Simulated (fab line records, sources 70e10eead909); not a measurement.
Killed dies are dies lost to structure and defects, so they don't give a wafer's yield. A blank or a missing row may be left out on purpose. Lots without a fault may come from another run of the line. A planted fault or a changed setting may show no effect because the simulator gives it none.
A struck lot beside a sound one | flow nand_harc | 15 steps out of a route of 1302
Sound: wafers L706.2, L706.4, L706.6. Struck: wafers L716.1, L716.2, L716.6. The cause comes at the end.
At each step with rows: each side's tool, then ch and its chambers, then its first start. Under that, the readings that differ: sound wafers | struck wafers | difference of the means | sigmas: that difference in standard deviations of wafers without a fault.
alike: readings whose means differ by less than 2 such deviations, and words and numbers that are the same on both sides. not compared: withheld readings, readings that some wafer has no value for, bounds like >300 that may hide the same value, and numbers for which the record gives no deviation and whose values overlap.
The two part at a step that has a row with sigmas, a row that says differs or no value, or rows on one side only. Numbers that don't overlap but have no deviation are shown without sigmas and don't part them. A reading that every wafer of one side lacks parts them only if that side has two wafers or more.

first, 1 step without rows for these wafers: NHARC_A_CONTACT_ETCH_119 (etches the open film in C4F8/O2/Ar, time 190 s, target depth 1850 nm).
NHARC_A_CONTACT_ETCH_120: etches the open film in C4F8/O2/Ar, time 190 s, target depth 1850 nm.
  sound on har_cap_etch-01 ch 1, day 25 20:39; struck on har_cap_etch-01 ch 0,1, day 27 18:41
  reading                | sound             | struck            | difference | sigmas
  oes_air_line_au (a.u.) | 0.987 0.964 0.955 | 1.040 1.002 1.013 | +0.050     | +3
  not compared: rf_hours_counter_h
then, 1 step without rows for these wafers: NHARC_A_CONTACT_ETCH_121 (etches the open film in C4F8/O2/Ar, time 190 s, target depth 1850 nm).
NHARC_A_CONTACT_ETCH_122: etches the open film in C4F8/O2/Ar, time 190 s, target depth 1850 nm.
  sound on har_cap_etch-01 ch 1, day 25 20:59; struck on har_cap_etch-01 ch 0,1, day 27 19:01
  alike: oes_air_line_au
  not compared: rf_hours_counter_h
then, 1 step without rows for these wafers: NHARC_A_CONTACT_ETCH_123 (etches the open film in C4F8/O2/Ar, time 490 s, target depth 2110 nm).
NHARC_A_CONTACT_ETCH_90: etches the open film in CH3F/O2, target depth 40 nm, time 85.7 s.
  sound on rie_diel-01 ch 1,2,3, day 25 22:10; struck on rie_diel-01 ch 1,2, day 27 20:10
  reading               | sound             | struck            | difference | sigmas
  o2_flow_sccm (sccm)   | 30.05 29.96 30.02 | 29.83 29.83 29.80 | -0.19      | -2
  oes_product_au (a.u.) | 1.00 0.99 1.00    | 0.91 0.92 0.93    | -0.08      | -2
  alike: drypump_motor_current_A, rf_vpp_V, showerhead_plenum_p_Torr, throttle_valve_pct
  not compared: rf_hours_counter_h
NHARC_A_CONTACT_ETCH_96: etches the open film in C4F6/O2, target depth 20 nm, time 10 s.
  sound on rie_diel-01 ch 1,2,3; struck on rie_diel-01 ch 2,3
  reading               | sound             | struck            | difference | sigmas
  oes_product_au (a.u.) | 0.992 0.994 0.988 | 0.924 0.935 0.926 | -0.063     | -3
  alike: drypump_motor_current_A, o2_flow_sccm, rf_vpp_V, showerhead_plenum_p_Torr, throttle_valve_pct
  not compared: rf_hours_counter_h
NHARC_A_CONTACT_CD_MEAS_53:
  sound on cd_sem-02, day 25 22:21; struck on cd_sem-01, day 27 20:23
  alike: cd_nm
then, 3 steps without rows for these wafers: NHARC_A_CONTACT_STRIP_99 (strips in N2/H2); NHARC_A_CONTACT_STRIP_100 (strips in CF4/CHF3); NHARC_A_CONTACT_STRIP_101 (strips in O2/COS).
NHARC_A_CONTACT_ETCH_102: etches the open film in CF4/O2, target depth 100 nm, overetch 10 nm, time 55 s.
  sound on rie_diel-01 ch 1,2, day 25 22:38; struck on rie_diel-01 ch 0,1, day 27 20:49
  alike: drypump_motor_current_A, o2_flow_sccm, oes_product_au, rf_vpp_V, showerhead_plenum_p_Torr, throttle_valve_pct
  not compared: rf_hours_counter_h
NHARC_A_CONTACT_STRIP_55: strips in O2.
  sound on rie_diel-01 ch 0,1, day 25 22:43; struck on rie_diel-01 ch 0,2,3, day 27 20:54
  no value came back on the struck wafers for any of 8 readings (bias_w (W), chamber_pressure_mTorr (mTorr) and others); on the sound wafers bias_w (W) reads 0 0 0
  not compared: rf_hours_counter_h
then, 1 step without rows for these wafers: NHARC_A_CONTACT_STRIP_56 (strips in post etch residue remover, time 600 s).
-- the record jumps here: 3 days lie between the struck wafers' starts before and after (it left off in module A_CONTACT and takes up again in module END, whose first step shown is number 1302 of the route) --
NHARC_END_SORT_01:
  sound on prober-02 ch 0, day 29 01:01; struck on prober-01 ch 0, day 31 08:15
  reading         | sound    | struck      | difference | sigmas
  killed_at_array | 61 44 53 | 673 670 673 | +619       | +34
  killed_dies     | 63 46 55 | 677 677 677 | +622       | +35
  alike: killed_at_other, killed_at_periphery, killed_open, killed_short

WHERE THEY PART
First at NHARC_A_CONTACT_ETCH_120; last, within this record, at NHARC_END_SORT_01.

WHY: what the simulator had put in
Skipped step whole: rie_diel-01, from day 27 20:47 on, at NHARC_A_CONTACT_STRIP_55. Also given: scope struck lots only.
